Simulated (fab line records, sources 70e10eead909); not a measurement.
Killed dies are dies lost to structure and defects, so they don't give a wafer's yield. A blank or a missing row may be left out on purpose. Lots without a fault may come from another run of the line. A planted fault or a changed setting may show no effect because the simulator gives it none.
Which tool did it? | flow nand_harc | 6 lots, 18 wafers sampled, at 3 steps of a route of 1302

WHAT THE GAUGES READ, wafer by wafer
NHARC_A_M1_OVL_MEAS_10: pitch 240 nm.
lot  | measured     | on         | overlay_x_nm (nm)
L625 | day 23 13:55 | overlay-02 | -0.7 -0.2 -1.0
L629 | day 24 11:17 | overlay-02 | -0.6 -0.6 -0.6
L632 | day 26 08:02 | overlay-02 | -0.9 0.6 0.1
L636 | day 28 00:13 | overlay-01 | -0.1 -0.3 -0.7
L640 | day 29 13:38 | overlay-01 | 14.2 14.3 14.4
L642 | day 30 06:50 | overlay-01 | -0.2 -0.8 -0.7

WHICH TOOL RAN EACH LOT (tool, then ch and the chambers of the sampled wafers, then the start)
lot  | NHARC_A_M0_DESCUM_14               | NHARC_A_M1_EXPOSE_06
L625 | rie_diel-06 ch 0,1, day 23 09:56   | arfi_scanner-01 ch 0, day 23 13:41
L629 | rie_diel-05 ch 1,2,3, day 24 07:19 | arfi_scanner-03 ch 0, day 24 11:04
L632 | rie_diel-04 ch 0,2,3, day 26 04:13 | arfi_scanner-03 ch 0, day 26 07:49
L636 | rie_diel-04 ch 1,2, day 27 20:10   | arfi_scanner-03 ch 0, day 27 23:59
L640 | rie_diel-06 ch 0,2,3, day 29 09:49 | arfi_scanner-01 ch 0, day 29 13:25
L642 | rie_diel-04 ch 0,2,3, day 30 02:52 | arfi_scanner-03 ch 0, day 30 06:36
- NHARC_A_M0_DESCUM_14: chemistry O2, time 3 s.
- NHARC_A_M1_EXPOSE_06: exposes mask A M1, target cd 120 nm.

THE ANSWER, worked out from the rows above alone
Rule: what is usual is taken from the lots themselves. Put in order of their means at a reading, lots are off if they are a third of the lots or fewer, leave a main group of 4 or more, and stand apart from it by a gap of 3 or more times the standard deviation of the main group's means; of several such gaps the widest counts. A main group whose means are all the same, to the digits that the tables above print for the reading, isn't used. A lot without any number at a reading at which 4 lots or more have one is off too. The other lots that the step has rows for count as sound.
Off: L640, at NHARC_A_M1_OVL_MEAS_10 (overlay_x_nm). The main group: mean -0.4 nm, standard deviation 0.21.
A tool fits if, at a process step before that reading, it ran every lot that is off, and no sound lot after the first of them. The gauges at NHARC_A_M1_OVL_MEAS_10 are tried like those tools. Can't be told from this: 2 tools fit, rie_diel-06 at NHARC_A_M0_DESCUM_14, arfi_scanner-01 at NHARC_A_M1_EXPOSE_06.

WHAT THE SIMULATOR HAD PUT IN
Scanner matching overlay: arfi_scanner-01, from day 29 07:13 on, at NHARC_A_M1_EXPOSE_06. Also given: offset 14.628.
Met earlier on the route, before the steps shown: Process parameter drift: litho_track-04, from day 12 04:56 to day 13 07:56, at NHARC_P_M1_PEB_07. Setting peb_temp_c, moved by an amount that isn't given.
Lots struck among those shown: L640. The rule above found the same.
